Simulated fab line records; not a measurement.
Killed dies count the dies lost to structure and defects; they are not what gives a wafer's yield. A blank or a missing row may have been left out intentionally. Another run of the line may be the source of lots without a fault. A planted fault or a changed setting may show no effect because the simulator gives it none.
fab line records | flow n5Finfet
record lots=10 wafers=30 lastDay=16
route steps=1938 shown BEOL_M8@1391 TV_OPEN@1890 PASSIVATION@1928
lots that met no fault: from a run of the same line without faults
startH: hours from the record's opening day to when the first of the lot's shown wafers began | waitH: how many hours have passed since the lot's step before this one | " repeats the value in the row above | L1.1+2: several wafers, shown together as one row | - no value, or no start was given | * or withheld: withheld | < > ~ a bound
route shown NAME@n: NAME is a module with steps in the file, n the number in the route of the first one | usual: the fault-free wafers' mean and standard deviation | same: alike in all rows | chamber/n: place in a boat | sites: readings site by site | _std_site: standard deviation of those values | _edge_site: the outer-site mean with the inner-site mean subtracted | radiusMm: for every site, how far away it sits from the centre of the wafer | mask NAME#n: copy n | behind: tool/chamber where the wafer was last shaped | hold: why the lot went on hold/how many hours it stayed there/how the hold came to an end | device: the n, p or np transistor that did not switch | end of line: the tests these same wafers got at the end of their route | a step without rows: its recipe alone | killed: not the wafer's yield, but the dies lost to structure and defects at the first sort | map: per-die view of a wafer (x killed, . not killed, _ where there is no die)
set.NAME: the setting the step ran with; set.NAME@STEP: the setting that earlier step ran with | model.NAME: the simulator's own value behind a step, which no gauge read
steps of the route over a sample of lots; a table a step, a row a wafer
services: a tool's chamber out of use, with start hour (startH, from the record's first day; less than 0 if before it), hours out, and reason
## steps
# step N5_BEOL_M8_CVD_78
# recipe material=Co targetThkA=20 tempC=withheld precursor=CCTBA/H2 pressureTorr=30 timeS=142.3
# columns lot.wafer tool chamber startH waitH
L534.2+3+5 cvdCo-01 2,0,2 193.61 0.3
L541.2+4+5 cvdCo-02 2,1,2 233.83 0.1
L542.1+3+6 cvdCo-01 0,2,0 242.48 0.1
L545.1+4+5 cvdCo-01 0,1,0 265.04 0.3
L546.2+4+6 cvdCo-01 1,0,1 269.92 0.0
L547.1+3+5 cvdCo-02 1,2,0 285.00 0.1
L548.1+2+4 cvdCo-01 1,0,1 286.84 0.0
L550.2+3+4 cvdCo-01 2,0,2 302.03 0.1
L553.4+5+6 cvdCo-01 2,0,1 304.58 0.2
L554.2+3+4 cvdCo-01 2,0,0 324.84 0.0
# step N5_PASSIVATION_ETCH_15
# recipe chemistry=CF4/N2 target=SiCN targetDepthA=750 taperDeg=2 timeS=81.2 ionEnergyEv=150 maskMaterial=SiNx pressureMtorr=40 sourceW=430 biasW=70 Ar_flow_sccm=100 cf4FlowSccm=60 n2FlowSccm=60
# usual biasW=70.04/0.2 chamberPressureMTorr=40.00/0.043 drypumpMotorCurrentA=5.8/0.41 oesProductAu=0.76/0.088 rfVppV=381.9/1.6 showerheadPlenumPTorr=2.19/0.057 throttleValvePct=15.5/0.31
# columns lot.wafer tool chamber startH waitH biasW chamberPressureMTorr drypumpMotorCurrentA oesProductAu rfHoursCounterH rfVppV showerheadPlenumPTorr throttleValvePct
L534.2 rieDiel-04 0 - - 70.07 40.00 5.2 0.69 218 380.2 2.10 15.7
L534.3 " 2 " " 70.24 40.05 6.2 0.71 183 382.1 2.20 15.7
L534.5 " 3 " " 70.36 40.05 5.3 0.96 - 381.4 2.17 14.8
L541.2 rieDiel-05 1 - - 69.89 40.00 6.3 0.97 0 385.2 2.27 15.0
L541.4 " 0 " " 70.22 39.96 6.1 0.79 105 385.2 2.22 15.6
L541.5 " 2 " " 70.11 39.94 5.3 0.68 - 383.9 2.27 15.5
L542.1 rieDiel-04 3 - - 70.04 40.05 5.2 0.93 23 380.4 2.17 14.9
L542.3 " 1 " " 70.17 39.91 5.2 0.81 70 382.8 2.24 15.5
L542.6 " 1 " " 70.01 39.98 5.2 0.82 - 383.4 2.24 15.5
L545.1 rieDiel-02 0 - - 70.34 40.04 5.8 0.69 249 381.1 2.16 15.7
L545.4 " 1 " " 70.26 39.96 6.0 0.72 - 378.7 2.11 15.8
L545.5 " 0 " " 70.11 39.96 5.8 0.69 - 383.0 2.16 15.7
L546.2 rieDiel-05 3 - - 70.09 40.06 6.1 0.75 146 380.0 2.12 15.5
L546.4 " 1 " " 69.97 40.03 6.3 0.93 10 384.2 2.27 15.0
L546.6 " 0 " " 69.84 40.08 6.1 0.79 - 382.9 2.22 15.6
L548.1 rieDiel-02 1 - - 69.84 39.99 6.0 0.72 170 379.9 2.11 15.8
L548.2 " 2 " " 70.23 40.06 6.3 0.68 226 382.6 2.27 15.7
L548.4 " 2 " " 70.27 40.06 6.2 0.68 - 386.4 2.27 15.7
L547.1 rieDiel-02 1 - - 69.86 39.95 6.0 0.72 171 379.0 2.11 15.8
L547.3 " 2 " " 70.08 40.01 6.3 0.68 227 384.4 2.27 15.7
L547.5 " 1 " " 70.10 40.03 6.0 0.72 - 379.8 2.11 15.8
L553.4 rieDiel-02 0 - - 70.43 39.94 5.7 0.69 263 380.3 2.16 15.8
L553.5 " 1 " " 69.89 40.03 6.0 0.71 - 380.8 2.11 15.9
L553.6 " 2 " " 69.99 39.99 6.3 0.68 - 382.9 2.26 15.7
L550.2 rieDiel-05 2 - - 70.28 40.02 5.3 0.66 247 382.5 2.26 15.5
L550.3 " 0 " " 69.93 40.06 6.1 0.78 127 382.7 2.21 15.7
L550.4 " 3 " " 70.05 39.95 6.1 0.74 159 381.4 2.12 15.5
L554.2 rieDiel-04 0 - - 69.92 39.99 5.2 0.68 249 379.6 2.09 15.7
L554.3 " 2 " " 70.25 40.03 6.2 0.69 216 383.0 2.18 15.8
L554.4 " 1 " " 69.87 39.94 5.2 0.79 92 383.2 2.23 15.5
# step N5_PASSIVATION_DESCUM_46
# recipe chemistry=O2 timeS=7.9 sourcePowerW=50 biasPowerW=20 pressureMtorr=20 rfFrequencyHz=2.712e+07 tempC=40 o2FlowSccm=225
# usual chamberPressureMTorr=20.002/0.019 drypumpMotorCurrentA=5.4/0.48 oesProductAu=0.78/0.075 rfVppV=243.2/1.4 showerheadPlenumPTorr=2.09/0.075 tempC=40.00/0.14 throttleValvePct=20.50/0.21
# columns lot.wafer tool chamber startH waitH chamberPressureMTorr drypumpMotorCurrentA oesProductAu rfHoursCounterH rfVppV showerheadPlenumPTorr tempC throttleValvePct
L534.2 rieDiel-06 2 258.17 0.0 19.998 5.2 0.78 140 242.1 2.02 39.86 20.65
L534.3 " 0 " " 19.952 5.1 0.70 - 243.9 2.15 40.19 20.66
L534.5 " 2 " " 20.016 5.2 0.77 - 240.9 2.02 40.08 20.64
L541.2 rieDiel-06 0 300.49 0.0 20.006 5.0 0.70 230 244.5 2.14 40.29 20.70
L541.4 " 1 " " 20.002 5.4 0.76 143 242.7 2.12 40.07 20.62
L541.5 " 3 " " 20.014 4.9 0.77 - 243.1 2.02 39.98 20.23
L542.1 rieDiel-01 1 312.90 0.3 20.005 5.7 0.86 51 243.8 2.04 40.27 20.31
L542.3 " 3 " " 20.018 6.5 0.80 96 244.1 2.21 39.79 20.25
L542.6 " 3 " " 20.015 6.5 0.80 - 245.2 2.21 39.92 20.24
L545.1 rieDiel-01 3 328.60 0.3 20.014 6.5 0.79 102 245.2 2.20 40.16 20.26
L545.4 " 1 " " 19.998 5.7 0.85 57 242.5 2.04 40.08 20.33
L545.5 " 1 " " 19.951 5.7 0.85 - 241.4 2.04 39.89 20.33
L546.2 rieDiel-03 2 329.09 0.4 20.019 5.7 0.94 5 245.0 2.23 40.09 20.23
L546.4 " 0 " " 19.987 6.2 0.95 13 244.0 2.15 40.03 20.46
L546.6 " 1 " " 20.012 4.8 0.75 - 241.4 2.01 39.86 20.16
L548.1 rieDiel-03 2 350.13 0.2 20.008 5.8 0.91 11 245.5 2.23 40.03 20.27
L548.2 " 3 " " 19.990 5.8 0.84 79 242.6 2.13 39.96 20.54
L548.4 " 0 " " 20.008 6.3 0.92 19 244.3 2.15 40.30 20.48
L547.1 rieDiel-06 1 352.48 0.0 20.002 5.3 0.75 164 242.6 2.11 39.86 20.66
L547.3 " 0 " " 20.007 5.0 0.69 250 244.0 2.13 39.98 20.73
L547.5 " 0 " " 19.976 5.0 0.68 - 243.2 2.13 40.06 20.72
L553.4 rieDiel-01 3 366.73 0.0 19.975 6.5 0.78 114 244.7 2.20 39.87 20.26
L553.5 " 2 " " 20.018 5.1 0.73 - 244.8 2.17 40.03 20.80
L553.6 " 3 " " 20.000 6.5 0.77 - 244.4 2.20 39.95 20.30
L550.2 rieDiel-06 2 366.89 0.0 19.978 5.2 0.75 179 240.8 2.01 40.17 20.70
L550.3 " 3 " " 19.976 4.9 0.75 149 241.2 2.01 39.93 20.28
L550.4 " 2 " " 20.025 5.2 0.75 - 242.0 2.01 40.07 20.70
L554.2 rieDiel-06 1 383.83 0.0 19.992 5.4 0.74 178 242.3 2.10 39.81 20.67
L554.3 " 3 " " 19.983 4.9 0.74 155 242.3 2.01 40.11 20.29
L554.4 " 2 " " 19.987 5.2 0.74 185 241.9 2.01 40.18 20.71
# step N5_PASSIVATION_PASS_ETCH_47
# recipe chemistry=CF4/O2 target=SiNx targetDepthA=7700 timeS=385 ionEnergyEv=100 pressureMtorr=40 sourceW=535 biasW=49 Ar_flow_sccm=100 cf4FlowSccm=100 O2_flow_sccm=10
# usual biasW=49.01/0.15 chamberPressureMTorr=40.00/0.033 drypumpMotorCurrentA=5.4/0.49 oesProductAu=0.78/0.071 rfVppV=241/3.8 showerheadPlenumPTorr=2.20/0.08 throttleValvePct=15.90/0.23
# columns lot.wafer tool chamber startH waitH biasW chamberPressureMTorr drypumpMotorCurrentA oesProductAu rfHoursCounterH rfVppV showerheadPlenumPTorr throttleValvePct
L534.2 rieDiel-06 2 258.22 0.0 49.10 40.04 5.2 0.77 141 242 2.12 15.98
L534.3 " 0 " " 49.31 40.01 5.0 0.71 - 236 2.27 16.15
L534.5 " 2 " " 49.08 40.05 5.2 0.77 - 243 2.12 15.97
L541.2 rieDiel-06 0 300.52 0.0 48.99 40.00 5.1 0.70 230 235 2.26 16.18
L541.4 " 1 " " 48.81 39.99 5.4 0.76 143 246 2.22 15.97
L541.5 " 3 " " 49.13 40.02 4.9 0.77 - 242 2.12 15.56
L542.1 rieDiel-01 1 312.94 0.0 49.11 39.96 5.7 0.87 51 235 2.15 15.71
L542.3 " 3 " " 49.21 40.01 6.5 0.80 96 245 2.32 15.67
L542.6 " 3 " " 49.02 40.02 6.5 0.80 - 244 2.32 15.67
L545.1 rieDiel-01 3 328.64 0.0 49.18 39.96 6.5 0.79 102 243 2.31 15.69
L545.4 " 1 " " 48.70 40.02 5.7 0.85 57 235 2.15 15.72
L545.5 " 1 " " 49.00 39.95 5.7 0.86 - 234 2.15 15.72
L546.2 rieDiel-03 2 329.12 0.0 49.06 40.00 5.8 0.93 5 246 2.36 15.72
L546.4 " 0 " " 48.97 40.04 6.3 0.93 13 242 2.26 15.74
L546.6 " 1 " " 49.08 40.01 4.8 0.75 - 239 2.12 15.61
L548.1 rieDiel-03 2 350.16 0.0 48.96 39.99 5.8 0.90 11 246 2.36 15.74
L548.2 " 3 " " 49.09 39.97 5.8 0.83 80 243 2.22 15.90
L548.4 " 0 " " 48.91 39.97 6.2 0.92 19 241 2.25 15.74
L547.1 rieDiel-06 1 352.51 0.0 49.05 39.95 5.4 0.74 164 243 2.21 16.02
L547.3 " 0 " " 48.88 40.07 5.0 0.68 250 235 2.25 16.23
L547.5 " 0 " " 48.92 40.06 5.0 0.68 - 234 2.25 16.22
L553.4 rieDiel-01 3 366.76 0.0 49.07 39.97 6.5 0.79 114 243 2.31 15.72
L553.5 " 2 " " 49.01 39.99 5.1 0.73 - 237 2.29 16.27
L553.6 " 3 " " 49.12 40.03 6.5 0.78 - 244 2.31 15.70
L550.2 rieDiel-06 2 366.93 0.0 49.00 40.07 5.1 0.74 179 243 2.10 16.04
L550.3 " 3 " " 48.73 40.05 4.9 0.75 149 243 2.11 15.62
L550.4 " 2 " " 49.25 40.04 5.2 0.75 - 242 2.10 16.05
L554.2 rieDiel-06 1 383.86 0.0 49.28 40.01 5.4 0.73 178 243 2.21 16.04
L554.3 " 3 " " 48.94 39.97 4.9 0.75 155 245 2.11 15.62
L554.4 " 2 " " 48.89 39.99 5.2 0.73 185 241 2.10 16.07
# step N5_PASSIVATION_PROBE_49
# usual defectLimitedYield=91.3/1.5 killed_at_M0_to_M3=34/9.4 killed_at_M4_up=13/5.3 killedAtContacts=13/5.7 killedAtFrontEnd=40/10 killedAtOther=3.7/2.8 killedDies=103/17 killedOpen=67/13 killedShort=35/8.5 sort_bin_5_function=5.0/0.98 sort_bin_6_memory=3.3/0.7 sortNPass=1077/17 sortYieldPct=91.3/1.5
# same grossDies=1180 killedAtBackSide=0 sort_bin_4_leakage[%]=0 sort_bin_8_speed[%]=0
# columns lot.wafer tool chamber startH waitH defectLimitedYield[%] killed_at_M0_to_M3 killed_at_M4_up killedAtContacts killedAtFrontEnd killedAtOther killedDies killedOpen killedShort sort_bin_5_function[%] sort_bin_6_memory[%] sortNPass sortYieldPct[%]
L542.1 prober-01 - 316.04 0.0 91.2 18 14 9 60 3 104 66 37 4.8 3.5 1076 91.2
L542.3 prober-01 - 316.14 0.1 91.9 27 30 12 22 4 95 69 22 4.6 3.2 1085 91.9
L542.6 prober-01 - 316.29 0.3 89.6 36 12 14 55 6 123 71 50 5.5 4.6 1057 89.6
L545.1 prober-02 - 331.64 0.0 90.8 43 23 7 34 2 109 81 28 5.0 4.2 1071 90.8
L545.4 prober-02 - 331.79 0.2 91.1 27 30 9 34 5 105 70 34 6.1 2.6 1075 91.1
L545.5 prober-02 - 331.84 0.2 90.3 30 14 17 51 3 115 68 47 6.0 3.3 1065 90.3
L546.2 prober-01 - 332.62 0.1 88.7 32 13 38 50 0 133 78 52 6.0 4.9 1047 88.7
L546.4 prober-01 - 332.72 0.2 90.8 33 14 25 36 1 109 67 36 5.7 3.4 1071 90.8
L546.6 prober-01 - 332.82 0.3 90.7 40 17 22 28 3 110 76 26 5.7 3.1 1070 90.7
L548.1 prober-02 - 353.17 0.0 89.3 44 12 14 53 3 126 84 42 5.8 4.4 1054 89.3
L548.2 prober-02 - 353.22 0.1 89.1 52 14 6 52 5 129 84 45 6.6 4.0 1051 89.1
L548.4 prober-02 - 353.32 0.2 92.7 31 10 13 32 0 86 45 41 3.8 3.3 1094 92.7
L547.1 prober-01 - 355.52 0.0 90.8 24 17 11 51 5 108 70 37 5.1 3.7 1072 90.8
L547.3 prober-01 - 355.62 0.1 90.5 25 6 18 59 4 112 68 44 5.7 3.5 1068 90.5
L547.5 prober-01 - 355.72 0.2 91.9 26 7 15 39 8 95 67 27 4.7 3.1 1085 91.9
L553.4 prober-02 - 369.93 0.2 87.6 24 87 10 21 4 146 45 20 7.4 2.5 1034 87.6
L553.5 prober-02 - 369.98 0.2 82.7 31 111 11 45 6 204 74 31 10.9 4.3 976 82.7
L553.6 prober-02 - 370.03 0.3 82.5 27 131 7 37 4 206 42 34 11.1 3.9 974 82.5
L550.2 prober-02 - 370.13 0.2 89.7 28 17 12 57 7 121 76 35 5.1 4.2 1059 89.7
L550.3 prober-02 - 370.18 0.3 92.0 42 13 2 32 5 94 70 24 4.6 3.0 1086 92.0
L550.4 prober-02 - 370.23 0.3 93.5 31 10 3 31 2 77 48 27 3.9 2.3 1103 93.5
L554.2 prober-01 - 386.92 0.1 85.9 16 104 14 32 0 166 48 30 8.1 3.9 1014 85.9
L554.3 prober-01 - 386.97 0.1 83.9 26 123 16 25 0 190 42 34 10.6 3.2 990 83.9
L554.4 prober-01 - 387.02 0.2 86.0 12 108 7 36 2 165 45 18 8.9 3.0 1015 86.0
# killed by level:class
L542.1 FIN_SAQP:geometricParticle:short=13 FIN_SAQP:geometricParticle:open=10 STI_FIN_REVEAL:geometricParticle:open=7 ILD0:geometricParticle:open=7 MOL_CONTACT_COAG:geometricParticle:open=7 BEOL_M4:geometricParticle:open=6 STARTING-WAFER:geometricParticle:open=6 BEOL_M3:geometricParticle:open=5
L542.3 BEOL_M4:geometricParticle:open=14 MOL_CONTACT_COAG:geometricParticle:open=10 BEOL_M1:geometricParticle:open=7 BEOL_M2:geometricParticle:open=6 FIN_SAQP:geometricParticle:short=5 BEOL_M3:geometricParticle:open=5 STI_FIN_REVEAL:geometricParticle:open=4 BEOL_M0:geometricParticle:open=4
L542.6 FIN_SAQP:geometricParticle:short=24 FIN_SAQP:geometricParticle:open=13 MOL_CONTACT_COAG:geometricParticle:open=11 BEOL_M3:geometricParticle:open=10 BEOL_M0_SAQP:geometricParticle:short=6 BEOL_M0_SAQP:geometricParticle:open=5 DUMMY_GATE:geometricParticle:open=5 BEOL_M1:geometricParticle:open=5
L545.1 DUMMY_GATE:geometricParticle:open=11 BEOL_M2:geometricParticle:open=11 BEOL_M0_SAQP:geometricParticle:short=10 STI_FIN_REVEAL:geometricParticle:open=9 BEOL_M0_SAQP:geometricParticle:open=6 MOL_CONTACT_COAG:geometricParticle:open=6 BEOL_M4:geometricParticle:open=6 FIN_SAQP:geometricParticle:short=5
L545.4 BEOL_M4:geometricParticle:open=18 BEOL_M2:geometricParticle:open=8 MOL_CONTACT_COAG:geometricParticle:open=7 BEOL_M0_SAQP:geometricParticle:short=7 FIN_SAQP:geometricParticle:short=6 DUMMY_GATE:geometricParticle:open=6 BEOL_M0_SAQP:geometricParticle:open=6 FIN_SAQP:geometricParticle:open=3
L545.5 MOL_CONTACT_COAG:geometricParticle:open=13 FIN_SAQP:geometricParticle:short=12 FIN_SAQP:geometricParticle:open=10 BEOL_M4:geometricParticle:open=7 BEOL_M0_SAQP:geometricParticle:short=6 BEOL_M0_SAQP:geometricParticle:open=6 BEOL_M2:geometricParticle:open=6 STARTING-WAFER:geometricParticle:short=6
L546.2 MOL_CONTACT_COAG:geometricParticle:open=31 FIN_SAQP:geometricParticle:short=13 STI_FIN_REVEAL:geometricParticle:open=10 BEOL_M3:geometricParticle:open=10 MOL_CONTACT_COAG:geometricParticle:short=7 STARTING-WAFER:geometricParticle:short=7 BEOL_M2:geometricParticle:open=5 STI_FIN_REVEAL:geometricParticle:short=4
L546.4 MOL_CONTACT_COAG:geometricParticle:open=20 BEOL_M2:geometricParticle:open=9 BEOL_M0_SAQP:geometricParticle:short=8 STI_FIN_REVEAL:geometricParticle:open=7 FIN_SAQP:geometricParticle:short=5 MOL_CONTACT_COAG:geometricParticle:short=5 BEOL_M3:geometricParticle:open=5 FIN_SAQP:geometricParticle:open=4
L546.6 MOL_CONTACT_COAG:geometricParticle:open=18 BEOL_M3:geometricParticle:open=12 BEOL_M0_SAQP:geometricParticle:open=10 HKMG_FIN:areaEtch=6 FIN_SAQP:geometricParticle:open=4 GATE_CUT:geometricParticle:open=4 MOL_CONTACT_COAG:geometricParticle:short=4 BEOL_M1:geometricParticle:open=4
L548.1 FIN_SAQP:geometricParticle:open=19 MOL_CONTACT_COAG:geometricParticle:open=14 STI_FIN_REVEAL:geometricParticle:open=11 FIN_SAQP:geometricParticle:short=8 BEOL_M0_SAQP:geometricParticle:open=8 BEOL_M0_SAQP:geometricParticle:short=8 BEOL_M3:geometricParticle:open=6 BEOL_M3:geometricParticle:short=5
L548.2 FIN_SAQP:geometricParticle:open=16 BEOL_M2:geometricParticle:open=14 FIN_SAQP:geometricParticle:short=12 BEOL_M0_SAQP:geometricParticle:open=10 BEOL_M1:geometricParticle:open=10 BEOL_M0_SAQP:geometricParticle:short=6 BEOL_M4:geometricParticle:open=6 MOL_CONTACT_COAG:geometricParticle:open=5
L548.4 MOL_CONTACT_COAG:geometricParticle:open=9 FIN_SAQP:geometricParticle:short=8 FIN_SAQP:geometricParticle:open=7 BEOL_M0_SAQP:geometricParticle:short=7 BEOL_M1:geometricParticle:open=6 MOL_CONTACT_COAG:geometricParticle:short=4 BEOL_M0_SAQP:geometricParticle:open=4 BEOL_M2:geometricParticle:short=4
L547.1 MOL_CONTACT_COAG:geometricParticle:open=10 BEOL_M2:geometricParticle:open=9 STI_FIN_REVEAL:geometricParticle:open=7 FIN_SAQP:geometricParticle:open=6 GATE_CUT:geometricParticle:short=6 GATE_CUT:geometricParticle:open=6 BEOL_M4:geometricParticle:open=6 STARTING-WAFER:geometricParticle:short=5
L547.3 FIN_SAQP:geometricParticle:open=13 MOL_CONTACT_COAG:geometricParticle:open=11 BEOL_M2:geometricParticle:open=10 STI_FIN_REVEAL:geometricParticle:open=8 FIN_SAQP:geometricParticle:short=7 MOL_CONTACT_COAG:geometricParticle:short=7 STI_FIN_REVEAL:geometricParticle:short=6 ILD0:geometricParticle:short=5
L547.5 MOL_CONTACT_COAG:geometricParticle:open=14 BEOL_M2:geometricParticle:open=12 GATE_CUT:geometricParticle:short=8 STARTING-WAFER:geometricParticle:open=7 FIN_SAQP:geometricParticle:open=6 BEOL_M0_SAQP:geometricParticle:open=4 FIN_SAQP:geometricParticle:short=3 STI_FIN_REVEAL:geometricParticle:open=3
L553.4 BEOL_M8:unspecified=81 MOL_CONTACT_COAG:geometricParticle:open=8 BEOL_M3:geometricParticle:open=8 DUMMY_GATE:geometricParticle:open=4 BEOL_M2:geometricParticle:open=4 STI_FIN_REVEAL:geometricParticle:open=3 DUMMY_GATE:geometricParticle:short=3 BEOL_M0_SAQP:geometricParticle:open=3
L553.5 BEOL_M8:unspecified=98 STI_FIN_REVEAL:geometricParticle:open=15 MOL_CONTACT_COAG:geometricParticle:open=8 BEOL_M2:geometricParticle:open=8 FIN_SAQP:geometricParticle:open=7 BEOL_M0_SAQP:geometricParticle:open=5 GATE_CUT:geometricParticle:open=4 BEOL_M4:geometricParticle:short=4
L553.6 BEOL_M8:unspecified=129 FIN_SAQP:geometricParticle:open=7 STI_FIN_REVEAL:geometricParticle:open=7 BEOL_M0_SAQP:geometricParticle:short=7 MOL_CONTACT_COAG:geometricParticle:open=6 BEOL_M3:geometricParticle:short=6 STARTING-WAFER:geometricParticle:short=6 BEOL_M3:geometricParticle:open=5
L550.2 FIN_SAQP:geometricParticle:open=15 MOL_CONTACT_COAG:geometricParticle:open=9 BEOL_M2:geometricParticle:open=9 HKMG_FIN:areaEtch=9 DUMMY_GATE:geometricParticle:open=8 BEOL_M0_SAQP:geometricParticle:short=7 BEOL_M4:geometricParticle:open=7 STI_FIN_REVEAL:geometricParticle:open=5
L550.3 BEOL_M4:geometricParticle:open=10 FIN_SAQP:geometricParticle:open=9 DUMMY_GATE:geometricParticle:open=9 BEOL_M0_SAQP:geometricParticle:short=9 BEOL_M1:geometricParticle:open=7 BEOL_M3:geometricParticle:open=7 BEOL_M0_SAQP:geometricParticle:open=6 BEOL_M2:geometricParticle:open=6
L550.4 FIN_SAQP:geometricParticle:open=10 BEOL_M0_SAQP:geometricParticle:short=9 DUMMY_GATE:geometricParticle:open=7 BEOL_M0_SAQP:geometricParticle:open=7 BEOL_M3:geometricParticle:open=7 BEOL_M4:geometricParticle:open=7 FIN_SAQP:geometricParticle:short=3 DUMMY_GATE:geometricParticle:short=3
L554.2 BEOL_M8:unspecified=88 FIN_SAQP:geometricParticle:open=10 MOL_CONTACT_COAG:geometricParticle:open=10 BEOL_M4:geometricParticle:open=8 BEOL_M3:geometricParticle:open=7 BEOL_M3:geometricParticle:short=5 GATE_CUT:geometricParticle:short=4 MOL_CONTACT_COAG:geometricParticle:short=4
L554.3 BEOL_M8:unspecified=114 MOL_CONTACT_COAG:geometricParticle:open=9 BEOL_M0_SAQP:geometricParticle:short=9 MOL_CONTACT_COAG:geometricParticle:short=7 BEOL_M0_SAQP:geometricParticle:open=6 BEOL_M1:geometricParticle:open=6 STARTING-WAFER:geometricParticle:short=5 FIN_SAQP:geometricParticle:short=4
L554.4 BEOL_M8:unspecified=101 FIN_SAQP:geometricParticle:open=7 MOL_CONTACT_COAG:geometricParticle:open=7 FIN_SAQP:geometricParticle:short=6 GATE_CUT:geometricParticle:open=5 BEOL_M2:geometricParticle:open=5 BEOL_M4:geometricParticle:open=5 GATE_CUT:geometricParticle:short=4
## services
# columns tool chamber startH hours kind
cvdCo-01 - 169.85 0.7 repair
rieDiel-04 2 180.80 8.5 repair
rieDiel-03 0 187.82 10.9 repair
rieDiel-06 0 188.36 17.2 repair
rieDiel-03 1 213.27 14.2 repair
rieDiel-03 0 218.88 6.2 repair
rieDiel-04 1 229.69 7.4 repair
cvdCo-01 1 239.62 15.0 repair
rieDiel-06 1 254.91 6.7 repair
rieDiel-06 3 258.08 2.7 repair
rieDiel-05 3 265.18 6.2 repair
rieDiel-04 - 273.42 14.6 pm
rieDiel-02 0 279.54 8.0 repair
rieDiel-02 0 289.38 4.3 repair
cvdCo-01 - 291.13 6.9 pm
rieDiel-02 0 316.61 4.1 repair
rieDiel-02 2 319.89 2.5 repair
rieDiel-02 3 323.57 29.4 repair
rieDiel-02 1 326.74 3.5 repair
rieDiel-06 2 336.84 9.5 repair
rieDiel-01 - 354.60 0.3 repair
rieDiel-02 0 364.04 1.5 repair
cvdCo-01 0 373.20 14.7 repair
rieDiel-02 0 375.58 11.8 repair
## key
firstSign step=N5_PASSIVATION_PROBE_49 reading=killed_at_M4_up direction=up sigmas=19 usual=13 struck=111
effect step=N5_PASSIVATION_PROBE_49 reading=defectLimitedYield direction=down sigmas=4.4 usual=91.3 struck=84.8
moreKillsBornAt N5_BEOL_M8_CVD_78@cvdCo-01=611
metAt N5_BEOL_M8_CVD_78
struckLots L553,L554
notActingAt N5_PASSIVATION_ETCH_15,N5_PASSIVATION_DESCUM_46,N5_PASSIVATION_PASS_ETCH_47
onsetBetween 302.03 304.58
fault kind=chamberParticleSource tool=cvdCo-01 chamber=- onsetH=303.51 steps=N5_BEOL_M8_CVD_78 ratePerVisitCm2=0.83868 endH=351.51
